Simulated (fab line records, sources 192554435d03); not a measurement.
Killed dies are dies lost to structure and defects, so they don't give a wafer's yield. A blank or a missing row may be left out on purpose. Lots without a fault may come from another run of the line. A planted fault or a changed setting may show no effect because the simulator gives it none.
Chamber matching | flow n5_finfet | N5_BEOL_M7_CURE_74 on uv_cure-01: 3 sister chambers
The step cures SiCOH lowk, time 240 s. 6 wafers are shown with their chamber, then 7 later ones without.

WAFERS WITH THEIR CHAMBER
wafer  | chamber | wafer_temp_C_max | lamp_power_pct (%)
L085.5 | 1       | 386.7            | 52.34
L085.6 | 1       | 386.1            | 52.31
L089.4 | 2       | 387.6            | 52.24
L089.6 | 2       | 387.5            | 52.41
L092.3 | 0       | 386.7            | 52.24
L092.5 | 0       | 386.9            | 52.29

WAFERS WITHOUT THEIR CHAMBER
wafer  | wafer_temp_C_max | lamp_power_pct (%)
L092.6 | 386.8            | 52.29
L096.1 | 386.2            | 52.29
L096.2 | 386.6            | 52.23
L096.5 | 385.9            | 52.24
L097.3 | 387.5            | 52.31
L097.4 | 386.5            | 52.22
L097.5 | 386.8            | 52.26

WHICH CHAMBER EACH WENT THROUGH
wafer  | from the rows above     | in truth
L092.6 | can't be placed: 0 or 1 | 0
L096.1 | can't be placed: 1 or 0 | 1
L096.2 | can't be placed: 0 or 1 | 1
L096.5 | can't be placed: 1 or 0 | 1
L097.3 | 2                       | 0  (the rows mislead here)
L097.4 | can't be placed: 0 or 1 | 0
L097.5 | can't be placed: 0 or 1 | 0
Placed correctly: 0 of 7. Can't be placed from these rows: 6 (the true chamber is among the candidates in 6). Placed wrongly: 1.
How it was worked out, from the rows above alone: a wafer's distance from a chamber is the root of the sum, over the readings, of the square of ((its reading less the chamber's mean) divided by the reading's scatter). The wafer belongs to the nearest chamber; if the next one is less than 2 further off, it can't be placed. A chamber's mean is the mean of its shown wafers. The scatter: the root of (the sum of the squares of (reading less its chamber's mean) over the shown wafers, divided by (wafers less chambers)).
